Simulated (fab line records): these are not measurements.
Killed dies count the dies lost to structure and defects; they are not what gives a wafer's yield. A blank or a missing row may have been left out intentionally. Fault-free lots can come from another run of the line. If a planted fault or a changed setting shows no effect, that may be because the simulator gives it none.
Which of the tools did it?	flow n5Finfet	24 lots with 72 wafers sampled at 6 steps, on a route of 1938 steps

== WHAT THE GAUGES READ, wafer by wafer ==
N5_BEOL_M11_CD_MEAS_11: the cd target is 64.1 nm. Usual: cdNm at 64.0 nm, with a standard deviation of 0.45.
lot	measured	on	cdNm (nm)	flag
L074	day 10 05:29	cdSem-02	64.4 63.5 64.1	
L075	day 11 00:47	cdSem-03	64.3 63.7 63.6	
L076	day 11 01:00	cdSem-01	64.1 64.2 64.4	
L079	day 11 13:36	cdSem-03	64.2 64.4 64.2	
L077	day 11 17:10	cdSem-03	64.0 64.2 64.0	
L078	day 11 19:39	cdSem-02	63.7 64.2 63.3	
L080	day 12 00:54	cdSem-02	63.6 63.7 63.9	
L081	day 12 10:23	cdSem-02	64.1 63.9 63.9	
L082	day 12 18:52	cdSem-01	63.5 64.4 64.2	
L083	day 13 02:34	cdSem-02	64.2 64.0 63.8	
L084	day 13 13:11	cdSem-03	63.5 63.6 62.9	
L086	day 13 15:41	cdSem-03	64.4 64.8 64.9	
L085	day 13 21:59	cdSem-03	63.4 64.2 63.9	
L088	day 13 22:16	cdSem-01	65.2 64.6 63.9	
L087	day 13 22:44	cdSem-03	63.8 64.1 64.4	
L090	day 14 16:59	cdSem-01	63.8 64.3 63.5	
L089	day 14 17:59	cdSem-03	63.6 64.1 63.7	
L091	day 15 00:59	cdSem-02	64.2 64.0 63.3	
L092	day 15 01:24	cdSem-02	64.4 65.0 64.5	
L093	day 15 08:38	cdSem-01	63.0 62.8 63.4	
L094	day 15 11:49	cdSem-02	64.2 64.1 63.9	
L096	day 16 03:37	cdSem-02	63.7 63.9 63.9	
L095	day 16 03:46	cdSem-03	64.9 64.3 64.4	
L097	day 16 11:28	cdSem-02	64.1 63.8 63.8	

N5_BEOL_M11_CD_MEAS_18: pitch 140 nm, target cd 70 nm. Usual: cdNm at 70.0 nm, with a standard deviation of 0.5.
lot	measured	on	cdNm (nm)	flag
L074	day 10 07:29	cdSem-02	70.6 69.9 70.4	
L075	day 11 01:27	cdSem-03	69.7 69.7 70.2	
L076	day 11 01:55	cdSem-01	70.8 70.5 70.2	
L079	day 11 14:08	cdSem-02	69.6 70.1 69.8	
L077	day 11 17:45	cdSem-02	69.6 70.6 70.1	
L078	day 11 20:11	cdSem-03	69.2 69.7 69.5	
L080	day 12 01:26	cdSem-03	70.0 69.4 69.6	
L081	day 12 11:04	cdSem-02	70.4 70.3 70.6	
L082	day 12 19:25	cdSem-02	70.1 70.2 70.1	
L083	day 13 03:14	cdSem-02	70.2 70.4 70.3	
L084	day 13 13:44	cdSem-03	69.3 69.6 68.5	
L086	day 13 16:19	cdSem-02	70.4 70.5 70.9	
L085	day 13 22:39	cdSem-03	69.4 70.0 70.1	
L088	day 13 22:59	cdSem-02	70.9 70.4 69.6	
L087	day 13 23:27	cdSem-01	70.1 69.7 70.4	
L090	day 14 17:35	cdSem-01	69.9 70.4 69.2	
L089	day 14 18:37	cdSem-02	70.4 69.8 70.0	
L091	day 15 01:39	cdSem-02	70.5 69.9 68.7	
L092	day 15 02:02	cdSem-01	70.5 70.5 69.2	
L093	day 15 09:10	cdSem-02	68.8 69.1 69.8	
L094	day 15 12:34	cdSem-02	69.8 69.8 70.1	
L096	day 16 04:22	cdSem-02	69.8 69.2 69.7	
L095	day 16 04:49	cdSem-01	71.1 69.7 69.7	
L097	day 16 12:35	cdSem-01	70.5 69.6 69.7	

N5_BEOL_M13_OVL_MEAS_11. Usual: V12_OVL typically reads -4 nm, with standard deviation 5.6.
lot	measured	on	V12_OVL (nm)	flag
L074	day 10 16:37	overlay-01	4 5 0	
L075	day 11 14:14	overlay-01	-11 -9 -10	
L076	day 11 15:06	overlay-01	-12 -17 -15	
L079	day 11 23:50	overlay-02	-14 -4 -6	
L077	day 12 04:53	overlay-01	-4 -4 -7	
L078	day 12 07:44	overlay-01	-6 -11 -6	
L080	day 12 12:31	overlay-01	-7 4 7	
L081	day 13 00:58	overlay-02	-5 -4 -4	
L082	day 13 07:00	overlay-02	-3 -2 -6	
L083	day 13 13:47	overlay-02	5 -5 6	
L084	day 14 00:07	overlay-02	-5 -4 -9	
L086	day 14 01:32	overlay-02	-6 -2 -11	
L085	day 14 11:32	overlay-01	-3 -8 -9	
L088	day 14 12:49	overlay-02	-13 -11 -15	
L087	day 14 14:30	overlay-01	-2 0 0	
L090	day 15 04:19	overlay-01	-5 -8 -8	
L089	day 15 05:51	overlay-02	-3 -13 -4	
L091	day 15 13:32	overlay-02	-4 -4 -1	
L092	day 15 13:45	overlay-01	-12 -2 -6	
L093	day 16 01:28	overlay-02	-1 -1 -1	
L094	day 16 02:41	overlay-01	10 5 -1	
L096	day 16 22:14	overlay-01	-7 -3 -8	
L095	day 16 22:30	overlay-01	1 -3 3	
L097	day 17 04:18	overlay-02	-1 -7 -1	

== EACH LOT AND THE TOOL THAT RAN IT (in order: tool; ch and the chambers of the sampled wafers; start) ==
lot	N5_BEOL_M10_DEGAS_44	N5_BEOL_M11_ILD_DEP_00	N5_BEOL_M12_DEGAS_41
L074	pvdSputter-01, day 10 02:33	pecvd-02 ch 0,2, day 10 04:14	pvdSputter-01, day 10 14:40
L075	pvdSputter-02, day 10 21:40	pecvd-02 ch 0,1,2, day 10 23:15	pvdSputter-01, day 11 12:23
L076	pvdSputter-03, day 10 21:47	pecvd-02 ch 1,2, day 10 23:56	pvdSputter-01, day 11 13:13
L079	pvdSputter-02, day 11 08:07	pecvd-02 ch 0,1, day 11 11:37	pvdSputter-03, day 11 22:04
L077	pvdSputter-01, day 11 12:52	pecvd-03 ch 2, day 11 15:22	pvdSputter-02, day 12 01:37
L078	pvdSputter-01, day 11 15:22	pecvd-03 ch 0,1, day 11 17:42	pvdSputter-02, day 12 05:46
L080	pvdSputter-02, day 11 18:49	pecvd-02 ch 1,2, day 11 21:50	pvdSputter-03, day 12 10:35
L081	pvdSputter-02, day 12 05:13	pecvd-01 ch 0,1,2, day 12 07:40	pvdSputter-03, day 12 23:09
L082	pvdSputter-01, day 12 15:14	pecvd-02 ch 0,1, day 12 17:17	pvdSputter-01, day 13 05:07
L083	pvdSputter-01, day 12 22:33	pecvd-02 ch 0,1,2, day 13 00:17	pvdSputter-01, day 13 12:01
L084	pvdSputter-03, day 13 09:15	pecvd-02 ch 0,1,2, day 13 11:30	pvdSputter-01, day 13 22:20
L086	pvdSputter-03, day 13 11:09	pecvd-01 ch 0,1,2, day 13 13:10	pvdSputter-02, day 13 23:45
L085	pvdSputter-01, day 13 16:13	pecvd-01 ch 0,1, day 13 18:40	pvdSputter-03, day 14 08:26
L088	pvdSputter-01, day 13 18:28	pecvd-03 ch 1,2, day 13 20:10	pvdSputter-01, day 14 11:03
L087	pvdSputter-01, day 13 18:46	pecvd-01 ch 1,2, day 13 20:33	pvdSputter-02, day 14 12:44
L090	pvdSputter-03, day 14 12:44	pecvd-02 ch 1,2, day 14 14:34	pvdSputter-01, day 15 02:21
L089	pvdSputter-02, day 14 14:08	pecvd-03 ch 0,1,2, day 14 16:14	pvdSputter-03, day 15 03:58
L091	pvdSputter-03, day 14 19:52	pecvd-02 ch 1,2, day 14 21:55	pvdSputter-03, day 15 11:46
L092	pvdSputter-02, day 14 20:02	pecvd-03 ch 0,2, day 14 22:26	pvdSputter-01, day 15 11:50
L093	pvdSputter-02, day 15 04:47	pecvd-01 ch 0,1,2, day 15 06:28	pvdSputter-01, day 15 22:29
L094	pvdSputter-03, day 15 07:49	pecvd-03 ch 0,2, day 15 09:35	pvdSputter-01, day 16 00:03
L096	pvdSputter-03, day 15 21:13	pecvd-02 ch 0,1,2, day 16 00:43	pvdSputter-03, day 16 20:21
L095	pvdSputter-03, day 15 21:28	pecvd-02 ch 0,1,2, day 16 01:23	pvdSputter-02, day 16 20:44
L097	pvdSputter-01, day 16 07:28	pecvd-02 ch 0,1, day 16 09:26	pvdSputter-01, day 17 01:44
- N5_BEOL_M10_DEGAS_44: time 60 s.
- N5_BEOL_M11_ILD_DEP_00: deposits SiCOH lowk from DEMS/porogen, target thk 308.51 nm, time 58 s.
- N5_BEOL_M12_DEGAS_41: time 60 s.

== WHAT THE TOOLS THEMSELVES READ (means of the sampled wafers that have a number; where no wafer has one, the mark that the record gives instead) ==
N5_BEOL_M10_DEGAS_44. Usual: heaterPowerW at 315 W, with a standard deviation of 29.
lot	tool	heaterPowerW (W)	flag
L074	pvdSputter-01	314	
L075	pvdSputter-02	350	
L076	pvdSputter-03	299	
L079	pvdSputter-02	319	
L077	pvdSputter-01	285	
L078	pvdSputter-01	331	
L080	pvdSputter-02	315	
L081	pvdSputter-02	315	
L082	pvdSputter-01	305	
L083	pvdSputter-01	329	
L084	pvdSputter-03	307	
L086	pvdSputter-03	314	
L085	pvdSputter-01	306	
L088	pvdSputter-01	287	
L087	pvdSputter-01	301	
L090	pvdSputter-03	310	
L089	pvdSputter-02	326	
L091	pvdSputter-03	296	
L092	pvdSputter-02	332	
L093	pvdSputter-02	326	
L094	pvdSputter-03	316	
L096	pvdSputter-03	300	
L095	pvdSputter-03	315	
L097	pvdSputter-01	314	

N5_BEOL_M11_ILD_DEP_00. Usual: chamberPressureTorr 4.999 Torr, standard deviation 0.011; heaterPowerOuterW 139 W, standard deviation 32; heaterPowerW 299 W, standard deviation 59; showerheadPlenumPTorr 5.741 Torr, standard deviation 0.0092; throttleValvePct 13.9 %, standard deviation 0.86.
lot	tool	chamberPressureTorr (Torr)	heaterPowerOuterW (W)	heaterPowerW (W)	showerheadPlenumPTorr (Torr)	throttleValvePct (%)	flag
L074	pecvd-02	4.999	132	278	5.751	13.4	
L075	pecvd-02	5.001	157	325	5.738	13.4	
L076	pecvd-02	5.000	153	324	5.726	13.6	
L079	pecvd-02	4.985	150	327	5.741	13.9	
L077	pecvd-03	4.993	182	378	5.743	14.0	
L078	pecvd-03	5.003	96	243	5.734	15.0	
L080	pecvd-02	4.994	125	259	5.732	13.2	
L081	pecvd-01	5.005	122	273	5.733	13.8	
L082	pecvd-02	4.994	129	301	5.735	13.9	
L083	pecvd-02	5.010	152	316	5.739	13.5	
L084	pecvd-02	5.007	144	308	5.750	13.5	
L086	pecvd-01	4.998	126	282	5.751	14.0	
L085	pecvd-01	5.002	136	298	5.745	14.7	
L088	pecvd-03	5.010	161	338	5.743	14.5	
L087	pecvd-01	5.002	144	303	5.744	13.2	
L090	pecvd-02	4.998	160	334	5.731	13.7	
L089	pecvd-03	4.996	136	299	5.741	14.8	
L091	pecvd-02	5.000	133	274	5.749	13.1	
L092	pecvd-03	4.997	139	307	5.745	14.4	
L093	pecvd-01	5.008	132	290	5.740	13.9	
L094	pecvd-03	4.994	155	332	5.737	14.3	
L096	pecvd-02	4.991	151	317	5.738	13.7	
L095	pecvd-02	5.005	152	316	5.742	13.4	
L097	pecvd-02	5.008	166	354	5.734	13.9	

N5_BEOL_M12_DEGAS_41. Usual: heaterPowerW at 316 W, with a standard deviation of 28.
lot	tool	heaterPowerW (W)	flag
L074	pvdSputter-01	325	
L075	pvdSputter-01	300	
L076	pvdSputter-01	311	
L079	pvdSputter-03	301	
L077	pvdSputter-02	332	
L078	pvdSputter-02	308	
L080	pvdSputter-03	284	
L081	pvdSputter-03	322	
L082	pvdSputter-01	318	
L083	pvdSputter-01	312	
L084	pvdSputter-01	299	
L086	pvdSputter-02	342	
L085	pvdSputter-03	314	
L088	pvdSputter-01	320	
L087	pvdSputter-02	348	
L090	pvdSputter-01	308	
L089	pvdSputter-03	305	
L091	pvdSputter-03	307	
L092	pvdSputter-01	307	
L093	pvdSputter-01	304	
L094	pvdSputter-01	318	
L096	pvdSputter-03	297	
L095	pvdSputter-02	326	
L097	pvdSputter-01	304	

== THE ANSWER, worked out from the rows above alone ==
Rule: a lot is off if the mean of its wafers that have a number lies more than 3 standard deviations from the usual mean. A lot without any number at a reading at which 4 lots or more have one is off too. All remaining lots with rows at the step are treated as sound. First the gauges in route order, then the tools' own readings, where a lot's mean is used as printed above. At the first step where some lot is off, the reading lying furthest off is the one used; lots without a number count as furthest.
No lot is off on any of the readings shown, so nothing can be concluded from this.

== WHAT WAS PUT IN BY THE SIMULATOR ==
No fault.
